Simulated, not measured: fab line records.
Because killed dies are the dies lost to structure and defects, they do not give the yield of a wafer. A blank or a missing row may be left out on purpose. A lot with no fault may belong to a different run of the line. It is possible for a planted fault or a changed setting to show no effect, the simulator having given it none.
One fault through the eyes of 2 desks ; flow n5-finfet ; each desk holds nothing but its own numbers, with what lay behind them at the end

## THE TOOL OWNER'S DESK: litho-track-03
The tool's own readings at N5_BEOL_M8_COAT_05 (resist thk 90 nm): means of the sampled wafers that have a number, for each lot that ran on this tool. A lot is out of limits, marked OUT, if its mean lies more than 4 standard deviations from the usual mean; the brackets give that distance.
Columns: A = resist-line-temp-C at N5_BEOL_M8_COAT_05, usual 23.00 C; B = spin-speed-rpm at N5_BEOL_M8_COAT_05, usual 1500.1 rpm
lot;first seen here;A;B
L654;day 10 20:48;23.07;1499.8
L659;day 11 07:49;23.04;1673.7 (+99 or more) OUT
L655;day 11 10:22;22.95;1671.8 (+99 or more) OUT
L669;day 14 16:23;23.01;1500.0
L675;day 15 23:04;22.88;1501.1
L674;day 15 23:20;22.96;1500.6
This desk's finding: out of limits on L655, L659; first on L659, day 11 07:49 (spin-speed-rpm at N5_BEOL_M8_COAT_05). In limits: L654, L669, L675, L674.

## FROM THE METROLOGY DESK
Means of the sampled wafers that have a number, per lot and without regard to the tool the lot ran on: this is what the gauges read. A lot is out of limits, marked OUT, if its mean lies more than 4 standard deviations from the usual mean; the brackets give that distance.
Columns: A = cd-nm at N5_BEOL_M8_CD_MEAS_11, usual 38.3 nm
lot;first seen here;A
L652;day 10 20:32;38.3
L654;day 10 21:10;38.3
L659;day 11 08:11;38.4
L655;day 11 10:43;38.4
L666;day 14 01:49;38.3
L669;day 14 16:46;38.0
L670;day 14 20:08;38.5
L671;day 15 00:56;38.2
L672;day 15 03:59;38.5
L673;day 15 07:02;38.7
L675;day 15 23:19;38.4
L674;day 15 23:42;38.2
This desk's verdict: no lot among the 12 shows anything out of limits.

## BROUGHT TOGETHER
On L655, L659, at day 11 07:49, an alarm was possible from the tool owner's desk.
Metrology desk: nothing out of limits seen.
The metrology desk holds a record of L655, L659, inside its limits.
All the named lots went through N5_BEOL_M8_COAT_05 on litho-track-03.

## WHAT THE SIMULATOR PUT IN
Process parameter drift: litho-track-03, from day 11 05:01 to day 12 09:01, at N5_BEOL_M8_COAT_05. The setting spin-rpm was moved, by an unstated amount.
Lots struck among those shown: L655, L659.
Each desk's first reading out of limits, in hours after the fault started: the tool owner's desk, 3.
